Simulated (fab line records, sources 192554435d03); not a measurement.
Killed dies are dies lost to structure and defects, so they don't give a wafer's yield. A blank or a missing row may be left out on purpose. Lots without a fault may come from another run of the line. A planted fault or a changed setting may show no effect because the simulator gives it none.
Chamber matching | flow n5_finfet | N5_BEOL_M8_PECVD_70 on pecvd-03: 3 sister chambers
The step deposits SiO2 from TEOS/O2, target thk 20 nm, time 22.7 s. 6 wafers are shown with their chamber, then 7 later ones without.

WAFERS WITH THEIR CHAMBER
wafer  | chamber | throttle_valve_pct (%) | heater_power_w (W)
L079.4 | 2       | 20.8                   | 760
L080.4 | 1       | 24.0                   | 610
L083.2 | 1       | 23.7                   | 650
L083.5 | 0       | 23.7                   | 676
L084.1 | 0       | 23.7                   | 750
L084.3 | 2       | 20.7                   | 759

WAFERS WITHOUT THEIR CHAMBER
wafer  | throttle_valve_pct (%) | heater_power_w (W)
L084.6 | 20.9                   | 719
L091.1 | 21.0                   | 749
L091.3 | 23.9                   | 631
L091.6 | 24.0                   | 645
L094.1 | 21.3                   | 730
L094.2 | 24.0                   | 714
L094.6 | 21.1                   | 737

WHICH CHAMBER EACH WENT THROUGH
wafer  | from the rows above     | in truth
L084.6 | 2                       | 2
L091.1 | 2                       | 2
L091.3 | 1                       | 1
L091.6 | can't be placed: 1 or 0 | 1
L094.1 | 2                       | 2
L094.2 | can't be placed: 0 or 1 | 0
L094.6 | 2                       | 2
Placed correctly: 5 of 7. Can't be placed from these rows: 2 (the true chamber is among the candidates in 2). Placed wrongly: 0.
How it was worked out, from the rows above alone: a wafer's distance from a chamber is the root of the sum, over the readings, of the square of ((its reading less the chamber's mean) divided by the reading's scatter). The wafer belongs to the nearest chamber; if the next one is less than 2 further off, it can't be placed. A chamber's mean is the mean of its shown wafers. The scatter: the root of (the sum of the squares of (reading less its chamber's mean) over the shown wafers, divided by (wafers less chambers)).
